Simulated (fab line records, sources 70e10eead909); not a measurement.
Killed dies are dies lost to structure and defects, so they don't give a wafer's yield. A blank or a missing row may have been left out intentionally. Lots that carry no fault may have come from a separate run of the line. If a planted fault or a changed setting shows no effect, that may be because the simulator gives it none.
fab line records ; flow nand-harc
record: lots: 12; wafers: 36; last-day: 34
route steps=1302 shown A_CHANNEL_HOLE_D2@599 A_CHANNEL_FILL_D2@615 END@1302
lots with no fault: from the same line, run without faults
start-h: hours from the record's opening day to when the first of the lot's shown wafers began ; wait-h: hours from the lot's prior step to this one ; " same as the row above ; L1.1+2: a single row standing in for several wafers ; - no value, or no start was given ; * or withheld: withheld ; < > ~ a bound
route shown NAME@n: a module of which the file shows steps, and the number in the route of the first ; usual: the fault-free wafers' mean and standard deviation ; same: alike in all rows ; chamber/n: place in a boat ; sites: readings site by site ; _std_site: how widely they spread, as a standard deviation ; _edge_site: outer sites' mean less inner sites' ; radius-mm: for every site, how far away it sits from the centre of the wafer ; mask NAME#n: copy n ; behind: tool/chamber where the wafer was last shaped ; hold: why the lot was held/for how many hours/how that ended ; device: transistor that didn't switch, given as n, p or np ; end of line: the route-end tests of the same wafers ; step lacking rows: just its recipe ; killed: not the wafer's yield, but the dies lost to structure and defects at the first sort ; map: the dies of a wafer, with x for killed, . for not killed, _ for no die there
set.NAME: the setting as run; set.NAME@STEP: as run at that earlier step ; model.NAME: the simulator's own value behind a step, which no gauge read
a sample of lots followed through the steps of the route, with each step as a table and each wafer as a row
services: when a tool's chamber went out of use (start-h, in hours from the record's first day, below 0 if earlier), for how many hours, and the reason
== steps ==
step: NHARC_A_CHANNEL_HOLE_D2_ETCH_27
recipe: bias-v: 400; source-w: 2000; pressure-mtorr: 25; time-s: 90; ar-flow-sccm: 375; c4f8-flow-sccm: 41.7; o2-flow-sccm: 83.3; temp-c: -20; target-depth-a: 4000; chemistry: C4F8/O2/Ar
usual: drypump-motor-current-A: 5.60/0.22; o2-flow-sccm: 83.31/0.25; showerhead-plenum-p-Torr: 3.72/0.18; throttle-valve-pct: 27.620/0.0085
lot.wafer;tool;chamber;start-h;wait-h;drypump-motor-current-A;o2-flow-sccm;rf-hours-counter-h;showerhead-plenum-p-Torr;throttle-valve-pct
L401.2;har-etch-02;1;303.35;0.2;5.31;83.33;352;3.54;27.621
L401.4;har-etch-02;1;303.35;0.2;5.32;83.27;-;3.54;27.628
L401.6;har-etch-02;0;303.35;0.2;5.56;82.88;-;3.45;27.620
L400.2;har-etch-01;0;307.13;0.2;5.64;83.04;156;3.69;27.616
L400.4;har-etch-01;0;307.13;0.2;5.68;83.74;-;3.69;27.619
L400.6;har-etch-01;1;307.13;0.2;5.89;83.56;-;3.68;27.622
L402.1;har-etch-02;1;323.26;0.2;5.29;83.40;364;3.54;27.626
L402.4;har-etch-02;0;323.26;0.2;5.57;83.31;-;3.44;27.612
L402.3;har-etch-02;1;323.26;0.2;5.31;83.35;-;3.54;27.611
L404.1;har-etch-01;1;344.26;0.2;5.90;83.44;179;3.67;27.630
L404.4;har-etch-01;0;344.26;0.2;5.65;82.97;-;3.68;27.624
L404.6;har-etch-01;1;344.26;0.2;5.90;83.35;-;3.67;27.624
L406.1;har-etch-02;1;368.02;0.2;5.31;83.04;387;3.52;27.623
L406.4;har-etch-02;1;368.02;0.2;5.31;83.22;-;3.53;27.614
L406.6;har-etch-02;1;368.02;0.2;5.31;83.19;-;3.53;27.623
L410.1;har-etch-02;1;409.89;0.2;5.30;83.41;15;3.97;27.621
L410.2;har-etch-02;0;409.89;0.2;5.58;83.18;15;3.97;27.621
L410.6;har-etch-02;1;409.89;0.2;5.30;83.00;-;3.97;27.619
L409.1;har-etch-02;1;414.05;0.2;5.28;83.53;19;3.97;27.623
L409.2;har-etch-02;0;414.05;0.2;5.57;83.44;19;3.97;27.614
L409.5;har-etch-02;0;414.05;0.2;5.58;83.06;-;3.97;27.601
L411.2;har-etch-01;0;417.83;0.2;5.66;83.21;214;3.66;27.622
L411.1;har-etch-01;1;417.83;0.2;5.89;82.99;214;3.65;27.624
L411.5;har-etch-01;0;417.83;0.2;5.68;83.19;-;3.66;27.600
L414.2;har-etch-01;1;434.48;0.2;5.89;83.58;229;3.64;27.632
L414.4;har-etch-01;0;434.48;0.2;5.67;83.03;-;3.65;27.606
L414.6;har-etch-01;0;434.48;0.2;5.67;82.99;-;3.65;27.610
L422.2;har-etch-01;1;521.59;0.2;5.91;83.73;275;3.62;27.627
L422.4;har-etch-01;1;521.59;0.2;5.92;83.42;-;3.62;27.626
L422.6;har-etch-01;1;521.59;0.2;5.90;83.33;-;3.62;27.613
L421.1;har-etch-02;1;525.60;0.2;5.31;83.42;87;3.93;27.622
L421.2;har-etch-02;0;525.60;0.2;5.59;83.33;87;3.93;27.635
L421.3;har-etch-02;1;525.60;0.2;5.31;83.78;-;3.93;27.632
L423.4;har-etch-02;0;534.56;0.2;5.58;83.53;-;3.92;27.625
L423.6;har-etch-02;0;534.56;0.2;5.58;83.36;-;3.92;27.616
L423.5;har-etch-02;1;534.56;0.2;5.30;83.06;-;3.93;27.601
step: NHARC_A_CHANNEL_HOLE_D2_STRIP_28
recipe: o2-flow-sccm: 500; ar-flow-sccm: 0; bias-w: 0; chemistry: O2
usual: drypump-motor-current-A: 5.5/0.41; o2-flow-sccm: 499.9/1.4; oes-product-au: 0.998/0.0087; rf-vpp-V: 57.7/0.83; showerhead-plenum-p-Torr: 3.47/0.11; throttle-valve-pct: 17.037/0.0093
lot.wafer;tool;chamber;start-h;wait-h;drypump-motor-current-A;o2-flow-sccm;oes-product-au;rf-hours-counter-h;rf-vpp-V;showerhead-plenum-p-Torr;throttle-valve-pct
L401.4;rie-diel-09;2;-;-;5.5;499.4;1.001;9.5;57.0;3.29;17.039
L401.2;rie-diel-09;1;-;-;5.2;500.0;1.008;8.5;56.8;3.65;17.034
L401.6;rie-diel-09;3;-;-;4.9;500.9;1.000;-;57.9;3.54;17.025
L400.4;rie-diel-02;0;-;-;6.4;498.5;0.991;3.2;58.0;3.49;17.026
L400.2;rie-diel-02;1;-;-;5.7;498.5;0.996;4.1;59.0;3.35;17.024
L400.6;rie-diel-02;0;-;-;6.4;500.4;0.992;-;58.4;3.49;17.041
L402.3;rie-diel-06;0;-;-;5.4;498.3;1.012;1.9;58.8;3.59;17.056
L402.1;rie-diel-06;2;-;-;6.4;500.9;0.997;1.9;58.3;3.41;17.044
L402.4;rie-diel-06;2;-;-;6.3;502.0;1.009;-;56.6;3.41;17.041
L404.4;rie-diel-09;2;-;-;5.5;501.0;0.984;1.2;58.0;3.29;17.015
L404.1;rie-diel-09;3;-;-;5.0;498.8;0.997;1.1;57.9;3.54;17.036
L404.6;rie-diel-09;1;-;-;5.2;499.8;0.999;-;58.3;3.64;17.035
L406.1;rie-diel-09;0;-;-;5.1;500.3;0.998;2.4;57.0;3.44;17.045
L406.4;rie-diel-09;1;-;-;5.2;497.9;1.005;2.8;58.7;3.64;17.041
L406.6;rie-diel-09;0;-;-;5.1;501.1;0.999;-;57.9;3.44;17.058
L410.1;rie-diel-06;0;-;-;5.4;500.1;1.001;5.6;56.8;3.58;17.036
L410.2;rie-diel-06;1;-;-;5.8;500.5;0.989;3.3;57.5;3.45;17.043
L410.6;rie-diel-06;3;-;-;5.7;499.3;1.006;-;56.7;3.53;17.032
L409.2;rie-diel-06;1;-;-;5.7;495.8;1.003;4.0;57.8;3.45;17.042
L409.1;rie-diel-06;3;-;-;5.7;500.2;0.993;5.5;57.5;3.53;17.032
L409.5;rie-diel-06;1;-;-;5.7;498.6;0.998;-;57.3;3.45;17.033
L411.1;rie-diel-06;0;-;-;5.4;502.6;1.003;6.3;59.3;3.58;17.042
L411.2;rie-diel-06;2;-;-;6.3;500.7;0.994;6.7;57.7;3.41;17.047
L411.5;rie-diel-06;0;-;-;5.4;500.0;1.004;-;58.5;3.59;17.042
L414.4;rie-diel-09;1;-;-;5.2;500.2;1.008;7.0;57.8;3.64;17.044
L414.2;rie-diel-09;2;-;-;5.5;502.0;0.986;7.1;56.8;3.29;17.033
L414.6;rie-diel-09;1;-;-;5.2;499.5;1.010;-;57.5;3.64;17.052
L422.2;rie-diel-06;3;-;-;5.7;500.6;1.008;1.8;57.6;3.53;17.046
L422.4;rie-diel-06;2;-;-;6.4;499.4;0.991;1.4;58.6;3.41;17.035
L422.6;rie-diel-06;3;-;-;5.7;502.8;1.002;-;59.2;3.53;17.031
L421.3;rie-diel-09;0;-;-;5.1;499.9;1.017;0.8;58.6;3.44;17.031
L421.1;rie-diel-09;1;-;-;5.2;500.5;1.003;0.9;57.8;3.64;17.046
L421.2;rie-diel-09;3;-;-;5.0;499.8;1.000;0.8;58.2;3.53;17.051
L423.4;rie-diel-09;0;-;-;5.2;499.6;0.998;1.6;58.0;3.44;17.041
L423.6;rie-diel-09;1;-;-;5.2;498.3;0.991;-;57.2;3.64;17.024
L423.5;rie-diel-09;2;-;-;5.5;498.3;1.010;-;56.3;3.28;17.034
step: NHARC_A_CHANNEL_FILL_D2_ALD_15
recipe: target-thk-a: 20; pulse-time-s: 60; ald-cycles: 19; temp-c: 630; pressure-torr: 2; material: SiNx
usual: precursor-pulse-height-rel: 0.999/0.019; susceptor-temp-C: 629.97/0.3
same: pulse-time-s: 60
lot.wafer;tool;chamber;start-h;wait-h;precursor-pulse-height-rel;susceptor-temp-C
L401.2;ald-sin-batch-03;0;315.61;3.2;1.008;-
L401.4;ald-sin-batch-03;0;315.61;3.2;1.008;-
L401.6;ald-sin-batch-03;0;315.61;3.2;1.002;-
L400.2;ald-sin-batch-03;0;320.19;3.0;0.997;630.12
L400.4;ald-sin-batch-03;0;320.19;3.0;0.991;629.65
L400.6;ald-sin-batch-03;0;320.19;3.0;0.988;629.73
L402.1;ald-sin-batch-02;0;335.27;2.8;0.982;630.38
L402.3;ald-sin-batch-02;0;335.27;2.8;1.001;630.25
L402.4;ald-sin-batch-02;0;335.27;2.8;1.023;630.00
L404.1;ald-sin-batch-01;0;357.01;-;1.007;-
L404.4;ald-sin-batch-01;0;357.01;-;1.012;-
L404.6;ald-sin-batch-01;0;357.01;-;1.030;-
L406.1;ald-sin-batch-01;0;380.25;3.0;1.049;-
L406.4;ald-sin-batch-01;0;380.25;3.0;1.007;-
L406.6;ald-sin-batch-01;0;380.25;3.0;1.010;-
L410.1;ald-sin-batch-03;0;422.79;-;0.999;-
L410.2;ald-sin-batch-03;0;422.79;-;0.980;-
L410.6;ald-sin-batch-03;0;422.79;-;1.009;-
L409.1;ald-sin-batch-03;0;426.98;-;0.987;601.73
L409.2;ald-sin-batch-03;0;426.98;-;1.013;602.16
L409.5;ald-sin-batch-03;0;426.98;-;0.970;602.03
L411.1;ald-sin-batch-03;0;430.96;3.3;0.981;601.62
L411.2;ald-sin-batch-03;0;430.96;3.3;0.988;601.45
L411.5;ald-sin-batch-03;0;430.96;3.3;0.981;601.50
L414.2;ald-sin-batch-03;0;446.65;-;1.028;601.33
L414.4;ald-sin-batch-03;0;446.65;-;1.016;601.36
L414.6;ald-sin-batch-03;0;446.65;-;0.986;601.54
L422.2;ald-sin-batch-01;0;533.55;-;0.979;-
L422.4;ald-sin-batch-01;0;533.55;-;0.987;-
L422.6;ald-sin-batch-01;0;533.55;-;1.021;-
L421.1;ald-sin-batch-01;0;539.38;-;0.998;630.24
L421.2;ald-sin-batch-01;0;539.38;-;0.969;630.31
L421.3;ald-sin-batch-01;0;539.38;-;1.015;630.10
L423.4;ald-sin-batch-01;0;546.40;-;1.034;-
L423.5;ald-sin-batch-01;0;546.40;-;0.955;-
L423.6;ald-sin-batch-01;0;546.40;-;0.977;-
step: NHARC_A_CHANNEL_FILL_D2_ALD_25
recipe: target-thk-a: 600; pulse-time-s: 10; ald-cycles: 600; temp-c: 300; material: SiOx
usual: heater-power-w: 474/53; precursor-pulse-height-rel: 1.001/0.021; susceptor-temp-C: 300.04/0.17
same: pulse-time-s: 10
lot.wafer;tool;chamber;start-h;wait-h;heater-power-w;precursor-pulse-height-rel;susceptor-temp-C
L401.4;ald-hk-04;1;342.83;0.1;478;1.025;-
L401.2;ald-hk-04;0;344.65;1.9;649;1.003;-
L401.6;ald-hk-04;2;345.86;3.1;408;1.031;-
L400.2;ald-hk-03;0;345.95;3.2;465;0.970;299.94
L400.4;ald-hk-03;1;345.95;3.2;434;0.981;300.07
L400.6;ald-hk-03;0;348.43;5.7;478;0.974;300.24
L402.4;ald-hk-03;2;363.78;0.0;519;1.016;-
L402.3;ald-hk-03;3;363.78;0.0;483;0.990;-
L402.1;ald-hk-03;0;363.78;0.0;464;1.003;-
L404.1;ald-hk-03;2;382.89;0.1;544;1.030;300.12
L404.4;ald-hk-03;1;384.75;1.9;435;0.981;299.97
L404.6;ald-hk-03;3;385.99;3.1;478;1.007;300.37
L406.1;ald-hk-03;1;407.13;0.1;471;0.970;300.00
L406.4;ald-hk-03;2;407.13;0.1;536;1.000;300.20
L406.6;ald-hk-03;1;409.57;2.5;472;0.999;299.79
L410.2;ald-hk-04;1;449.32;0.1;474;1.013;299.97
L410.1;ald-hk-04;2;449.32;0.1;415;1.021;300.18
L410.6;ald-hk-04;1;451.79;2.5;465;1.026;300.02
L409.1;ald-hk-03;1;453.71;0.7;467;0.989;300.30
L409.2;ald-hk-03;2;453.71;0.7;528;0.965;300.21
L409.5;ald-hk-03;0;455.55;2.5;434;1.011;300.02
L411.2;ald-hk-04;3;459.77;0.7;477;0.981;300.24
L411.1;ald-hk-04;0;459.77;0.7;594;0.988;299.90
L411.5;ald-hk-04;2;461.61;2.5;417;0.991;300.09
L414.2;ald-hk-03;2;473.68;0.7;549;0.986;299.89
L414.4;ald-hk-03;0;474.92;1.9;448;1.006;299.80
L414.6;ald-hk-03;1;474.92;1.9;480;0.992;300.29
L422.2;ald-hk-04;2;560.51;0.7;426;1.009;299.77
L422.4;ald-hk-04;0;561.76;1.9;618;0.992;300.11
L422.6;ald-hk-04;2;563.01;3.2;424;1.008;300.05
L421.1;ald-hk-03;3;566.94;0.7;502;0.988;299.91
L421.3;ald-hk-03;0;566.94;0.7;432;0.993;299.82
L421.2;ald-hk-03;1;566.94;0.7;476;1.011;300.13
L423.4;ald-hk-04;2;573.60;1.5;424;0.995;299.97
L423.5;ald-hk-04;1;575.47;3.4;466;1.000;299.92
L423.6;ald-hk-04;2;575.47;3.4;426;1.022;300.31
step: NHARC_END_SORT_01
recipe: temp-c: 25
usual: killed-at-array: 51/16; killed-at-other: 0.6/0.88; killed-at-periphery: 4.0/2.6; killed-dies: 55/16; killed-open: 3.5/1.9; killed-short: 2.3/1.6
same: gross-dies: 677
lot.wafer;tool;chamber;start-h;wait-h;killed-at-array;killed-at-other;killed-at-periphery;killed-dies;killed-open;killed-short
L402.1;prober-01;0;587.13;2.5;52;0;3;55;5;1
L402.3;prober-01;0;588.73;3.1;68;1;2;71;4;1
L402.4;prober-01;0;589.53;3.4;68;1;1;70;1;2
killed by level:class
L402.1 A_CHANNEL_HOLE_D1:chamber-film-flake=18 A_CHANNEL_HOLE_D2:chamber-film-flake=17 A_CONTACT:chamber-film-flake=4 P_GATE:chamber-film-flake=3 A_STAIRCASE:chamber-film-flake=2 A_BLC:chamber-film-flake=2 A_ONON_D1:geometric-particle:open=1 A_ONON_D2:geometric-particle:open=1
L402.3 A_CHANNEL_HOLE_D1:chamber-film-flake=31 A_CHANNEL_HOLE_D2:chamber-film-flake=18 A_BLC:chamber-film-flake=7 A_CHANNEL_FILL_D1:chamber-film-flake=2 A_WL_FILL:chamber-film-flake=2 A_CONTACT:chamber-film-flake=2 P_CONTACT:geometric-particle:open=1 A_WL_FILL:geometric-particle:open=1
L402.4 A_CHANNEL_HOLE_D2:chamber-film-flake=35 A_CHANNEL_HOLE_D1:chamber-film-flake=17 A_BLC:chamber-film-flake=6 A_CONTACT:chamber-film-flake=4 A_STAIRCASE:chamber-film-flake=2 A_WL_FILL:geometric-particle:short=1 A_M0:geometric-particle:open=1 P_BONDPAD:chamber-film-flake=1
== services ==
tool;chamber;start-h;hours;kind
rie-diel-06;-;280.95;0.7;repair
rie-diel-06;3;291.55;16.6;repair
rie-diel-06;1;301.19;52.1;repair
rie-diel-06;-;307.20;9.0;pm
ald-sin-batch-01;-;314.51;36.2;repair
rie-diel-02;-;317.65;0.4;repair
rie-diel-09;-;320.39;9.0;pm
rie-diel-06;3;326.31;1.7;repair
rie-diel-02;1;366.34;5.1;repair
rie-diel-02;-;366.76;2.8;repair
rie-diel-06;3;376.22;10.1;repair
har-etch-02;-;377.00;17.0;pm
har-etch-02;0;377.00;17.0;vent-cycle
rie-diel-09;1;377.19;9.8;repair
ald-hk-03;-;390.32;10.0;pm
rie-diel-02;-;393.70;9.0;pm
rie-diel-02;0;411.22;5.0;repair
rie-diel-06;1;459.50;10.0;repair
rie-diel-06;-;484.20;9.0;pm
rie-diel-09;-;497.39;9.0;pm
ald-sin-batch-01;-;506.01;26.0;pm
ald-hk-04;-;516.27;3.4;repair
ald-hk-04;-;539.85;1.4;repair
rie-diel-02;-;570.70;9.0;pm
== key ==
first-sign: step: NHARC_A_CHANNEL_FILL_D2_ALD_15; reading: susceptor-temp-C; direction: down; sigmas: 95; usual: *; struck: *
effect none on later readings
met-at NHARC_A_CHANNEL_FILL_D2_ALD_15
struck-lots L409,L411,L414
tester-left-out L409,L411,L414
not-acting-at NHARC_A_CHANNEL_HOLE_D2_ETCH_27,NHARC_A_CHANNEL_HOLE_D2_STRIP_28,NHARC_A_CHANNEL_FILL_D2_ALD_25
onset-between 422.79 426.98
fault: kind: process-parameter-drift; tool: ald-sin-batch-03; chamber: -; onset-h: 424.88; steps: NHARC_A_CHANNEL_FILL_D2_ALD_15; channel: temp-c; offset: *; shape: step; end-h: 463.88; acts-in: *; stated: *
tester-left-out: of these lots the tester's yield and bins aren't shown, on N5 and GAA mostly nor the transistor test; their killed dies are dies lost to structure and defects alone, not to doping, threshold or leakage, so they don't give the yield
